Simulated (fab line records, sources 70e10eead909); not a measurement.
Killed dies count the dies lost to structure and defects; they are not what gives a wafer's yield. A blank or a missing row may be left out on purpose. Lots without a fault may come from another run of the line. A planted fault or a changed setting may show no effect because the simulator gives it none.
Matching of chambers :: flow nand_harc :: NHARC_P_M1_DESCUM_14 on rie_diel-10 has 4 sister chambers
The step chemistry O2, time 3 s. 16 wafers are shown with their chamber, then 8 later ones without.

EACH WAFER AND ITS CHAMBER
wafer: L960.1
chamber: 3
showerhead_plenum_p_Torr (Torr): 2.06
drypump_motor_current_A (A): 6.21
oes_product_au (a.u.): 1.011

wafer: L960.5
chamber: 1
showerhead_plenum_p_Torr (Torr): 1.94
drypump_motor_current_A (A): 5.96
oes_product_au (a.u.): 1.001

wafer: L960.6
chamber: 0
showerhead_plenum_p_Torr (Torr): 2.01
drypump_motor_current_A (A): 6.03
oes_product_au (a.u.): 1.007

wafer: L963.2
chamber: 3
showerhead_plenum_p_Torr (Torr): 2.06
drypump_motor_current_A (A): 6.23
oes_product_au (a.u.): 0.999

wafer: L963.3
chamber: 1
showerhead_plenum_p_Torr (Torr): 1.94
drypump_motor_current_A (A): 5.96
oes_product_au (a.u.): 1.002

wafer: L963.6
chamber: 2
showerhead_plenum_p_Torr (Torr): 1.80
drypump_motor_current_A (A): 6.30
oes_product_au (a.u.): 1.004

wafer: L970.1
chamber: 3
showerhead_plenum_p_Torr (Torr): 2.06
drypump_motor_current_A (A): 6.24
oes_product_au (a.u.): 0.994

wafer: L970.2
chamber: 2
showerhead_plenum_p_Torr (Torr): 1.80
drypump_motor_current_A (A): 6.28
oes_product_au (a.u.): 1.012

wafer: L970.5
chamber: 0
showerhead_plenum_p_Torr (Torr): 2.01
drypump_motor_current_A (A): 6.00
oes_product_au (a.u.): 1.029

wafer: L972.1
chamber: 2
showerhead_plenum_p_Torr (Torr): 1.80
drypump_motor_current_A (A): 6.29
oes_product_au (a.u.): 1.020

wafer: L972.5
chamber: 1
showerhead_plenum_p_Torr (Torr): 1.94
drypump_motor_current_A (A): 5.93
oes_product_au (a.u.): 0.993

wafer: L972.6
chamber: 0
showerhead_plenum_p_Torr (Torr): 2.01
drypump_motor_current_A (A): 6.05
oes_product_au (a.u.): 1.014

wafer: L973.1
chamber: 0
showerhead_plenum_p_Torr (Torr): 2.01
drypump_motor_current_A (A): 6.01
oes_product_au (a.u.): 1.023

wafer: L973.2
chamber: 1
showerhead_plenum_p_Torr (Torr): 1.94
drypump_motor_current_A (A): 5.96
oes_product_au (a.u.): 0.998

wafer: L973.4
chamber: 3
showerhead_plenum_p_Torr (Torr): 2.06
drypump_motor_current_A (A): 6.21
oes_product_au (a.u.): 0.990

wafer: L975.2
chamber: 3
showerhead_plenum_p_Torr (Torr): 2.05
drypump_motor_current_A (A): 6.18
oes_product_au (a.u.): 1.009

SIGNATURES, as means of the wafers listed above
reading: showerhead_plenum_p_Torr
chamber 0: 2.0100
chamber 1: 1.9400
chamber 2: 1.8000
chamber 3: 2.0580
scatter within a chamber: 0.00258

reading: drypump_motor_current_A
chamber 0: 6.0225
chamber 1: 5.9525
chamber 2: 6.2900
chamber 3: 6.2140
scatter within a chamber: 0.0193

reading: oes_product_au
chamber 0: 1.01825
chamber 1: 0.99850
chamber 2: 1.01200
chamber 3: 1.00060
scatter within a chamber: 0.00815
Rule: for each reading, subtract the chamber's mean from the wafer's reading, divide by that reading's scatter and square the result; add these up over the readings and take the root, which gives the wafer's distance from the chamber. The wafer belongs to the nearest chamber; if the next one is less than 2 further off, it can't be placed. The scatter: take each reading less its chamber's mean, square it, sum over the shown wafers, divide by the number of wafers less the number of chambers, and take the root.

WAFERS WITH NO CHAMBER GIVEN
wafer: L975.3
showerhead_plenum_p_Torr (Torr): 2.01
drypump_motor_current_A (A): 6.05
oes_product_au (a.u.): 1.024

wafer: L975.5
showerhead_plenum_p_Torr (Torr): 1.80
drypump_motor_current_A (A): 6.27
oes_product_au (a.u.): 1.019

wafer: L978.1
showerhead_plenum_p_Torr (Torr): 2.05
drypump_motor_current_A (A): 6.22
oes_product_au (a.u.): 0.990

wafer: L978.4
showerhead_plenum_p_Torr (Torr): 1.93
drypump_motor_current_A (A): 5.92
oes_product_au (a.u.): 0.991

wafer: L978.5
showerhead_plenum_p_Torr (Torr): 1.93
drypump_motor_current_A (A): 5.92
oes_product_au (a.u.): 0.989

wafer: L979.1
showerhead_plenum_p_Torr (Torr): 1.93
drypump_motor_current_A (A): 5.94
oes_product_au (a.u.): 0.988

wafer: L979.4
showerhead_plenum_p_Torr (Torr): 1.80
drypump_motor_current_A (A): 6.30
oes_product_au (a.u.): 1.014

wafer: L979.5
showerhead_plenum_p_Torr (Torr): 2.00
drypump_motor_current_A (A): 6.02
oes_product_au (a.u.): 1.024

WHICH CHAMBER EACH ONE RAN IN
wafer: L975.3
from the rows above: 0
in truth: 0

wafer: L975.5
from the rows above: 2
in truth: 2

wafer: L978.1
from the rows above: 3
in truth: 3

wafer: L978.4
from the rows above: 1
in truth: 1

wafer: L978.5
from the rows above: 1
in truth: 1

wafer: L979.1
from the rows above: 1
in truth: 1

wafer: L979.4
from the rows above: 2
in truth: 2

wafer: L979.5
from the rows above: 0
in truth: 0
Correctly placed: 8 of 8. Not placeable from these rows: 0. Wrongly placed: 0.
